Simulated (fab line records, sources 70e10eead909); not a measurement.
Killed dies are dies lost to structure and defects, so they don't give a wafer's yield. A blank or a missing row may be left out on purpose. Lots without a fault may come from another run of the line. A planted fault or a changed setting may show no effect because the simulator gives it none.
A struck lot beside a sound one | flow nand_harc | 24 steps out of a route of 1302
Sound: wafers L515.3, L515.4, L515.6. Struck: wafers L525.1, L525.2, L525.6. The cause comes at the end.
At each step with rows: each side's tool, then ch and its chambers, then its first start. Under that, the readings that differ: sound wafers | struck wafers | difference of the means | sigmas: that difference in standard deviations of wafers without a fault.
alike: readings whose means differ by less than 2 such deviations, and words and numbers that are the same on both sides. not compared: withheld readings, readings that some wafer has no value for, bounds like >300 that may hide the same value, and numbers for which the record gives no deviation and whose values overlap.
The two part at a step that has a row with sigmas, a row that says differs or no value, or rows on one side only. Numbers that don't overlap but have no deviation are shown without sigmas and don't part them. A reading that every wafer of one side lacks parts them only if that side has two wafers or more.

first, 4 steps without rows for these wafers: NHARC_P_GATE_PRECLEAN_71 (cleans in SC1); NHARC_P_GATE_SRD_72; NHARC_P_GATE_OXIDE_16 (material SiO2, target thk 3 nm, ox time 392 s); NHARC_P_GATE_CVD_17 (deposits poly-Si, target thk 150 nm, time 900 s).
NHARC_P_GATE_HM_DEP_102: deposits aC, target thk 120 nm.
  sound on acl_dep-02 ch 0, day 5 13:29; struck on acl_dep-03 ch 0, day 9 23:13
  alike: throttle_valve_pct
NHARC_P_GATE_DEP_103: deposits SiON, target thk 30 nm.
  sound on pecvd-02 ch 0,2, day 5 13:56; struck on pecvd-03 ch 0,1,2, day 9 23:56
  alike: heater_power_w, rf_fwd_power_W
then, 6 steps without rows for these wafers: NHARC_P_GATE_DEHYDRATE_18 (time 120 s); NHARC_P_GATE_HMDS_19 (time 30 s); NHARC_P_GATE_COAT_20 (resist thk 90 nm); NHARC_P_GATE_SOFTBAKE_21 (time 55 s); NHARC_P_GATE_EBR_22; NHARC_P_GATE_EXPOSE_23 (exposes mask P GATE, target cd 120 nm).
NHARC_P_GATE_PEB_24: peb time 65 s.
  sound on litho_track-04 ch 0, day 5 14:32; struck on litho_track-01 ch 0, day 10 00:22
  reading                  | sound               | struck            | difference | sigmas
  heater_power_total_W (W) | 156.7 157.2 156.2   | 150.5 150.1 149.7 | -6.6       | -16
  plate_temp_C (C)         | 100.15 100.07 99.94 | 96.89 96.84 96.91 | -3.17      | -26
then, 1 step without rows for these wafers: NHARC_P_GATE_DEVELOP_25 (develop time 35 s).
NHARC_P_GATE_CD_MEAS_26: target cd 120 nm.
  sound on cd_sem-03 ch 0, day 5 14:38; struck on cd_sem-02 ch 0
  reading    | sound             | struck            | difference | sigmas
  cd_nm (nm) | 119.0 119.1 119.3 | 132.4 131.4 132.2 | +12.9      | +24
  not compared: hold
NHARC_P_GATE_OVL_MEAS_27:
  sound on overlay-01, day 5 14:43; struck on overlay-02, day 10 03:09
  reading | sound | struck                                                                     | difference                   | sigmas
  hold    | - - - | await_dispo/2.4h/release await_dispo/2.4h/release await_dispo/2.4h/release | no value on the sound wafers |
  alike: overlay_x_nm, overlay_y_nm
NHARC_P_GATE_INSPECT_28:
  sound on defect_inspect-01, day 5 14:45; struck on defect_inspect-02, day 10 03:11
  alike: raw_defect_count
NHARC_P_GATE_DESCUM_31: chemistry O2, time 3 s.
  sound on rie_diel-10 ch 0,1,2, day 5 14:49; struck on rie_diel-10 ch 0,1,3, day 10 11:50
  reading                 | sound             | struck          | difference | sigmas
  model.P_GATE.cd_nm (nm) | 118.2 119.1 119.4 | 132.4 132 131.9 | +13.2      |
  alike: drypump_motor_current_A, oes_product_au, rf_vpp_V, showerhead_plenum_p_Torr, throttle_valve_pct
  not compared: rf_hours_counter_h
NHARC_P_GATE_ETCH_104: etches the open film in CF4/CHF3, target depth 60 nm.
  sound on rie_diel-10 ch 1,2,3, day 5 14:53; struck on rie_diel-10 ch 0,1, day 10 11:54
  alike: drypump_motor_current_A, oes_product_au, rf_fwd_power_W, rf_vpp_V, showerhead_plenum_p_Torr, throttle_valve_pct
then, 2 steps without rows for these wafers: NHARC_P_GATE_HM_OPEN_105 (chemistry O2/COS, target depth 360 nm); NHARC_P_GATE_STRIP_106 (strips in O2/COS).
NHARC_P_GATE_ETCH_114: etches the open film in CF4/O2, target depth 30 nm, overetch 3 nm, time 16.5 s.
  sound on rie_diel-10 ch 0,2; struck on rie_diel-10 ch 2,3
  alike: drypump_motor_current_A, oes_product_au, rf_fwd_power_W, rf_vpp_V, showerhead_plenum_p_Torr, throttle_valve_pct
  not compared: rf_hours_counter_h
NHARC_P_GATE_ETCH_32: etches the open film in HBr/Cl2, target depth 150 nm, time 100.1 s.
  sound on rie_si-06 ch 0,2, day 5 15:20; struck on rie_si-06 ch 0,2,3, day 10 18:02
  reading                 | sound             | struck          | difference | sigmas
  model.P_GATE.cd_nm (nm) | 118.2 122.7 121.7 | 134.1 134 132.3 | +12.6      |
  alike: drypump_motor_current_A, oes_product_au, rf_fwd_power_W, throttle_valve_pct
  not compared: rf_hours_counter_h
NHARC_P_GATE_STRIP_108: strips in O2.
  sound on rie_diel-10 ch 0,2,3, day 5 15:31; struck on rie_diel-10 ch 0,2, day 10 18:16
  alike: drypump_motor_current_A, oes_product_au, rf_vpp_V, showerhead_plenum_p_Torr, throttle_valve_pct
  not compared: rf_hours_counter_h

WHERE THEY PART
First at NHARC_P_GATE_PEB_24; last, within this record, at NHARC_P_GATE_OVL_MEAS_27. Later steps at which nothing parts them and some readings are alike: NHARC_P_GATE_INSPECT_28, NHARC_P_GATE_DESCUM_31, NHARC_P_GATE_ETCH_104, NHARC_P_GATE_ETCH_114, NHARC_P_GATE_ETCH_32, NHARC_P_GATE_STRIP_108.

WHY: what the simulator had put in
Process parameter drift: litho_track-01, from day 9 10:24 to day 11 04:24, at NHARC_P_GATE_PEB_24. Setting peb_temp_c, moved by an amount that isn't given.
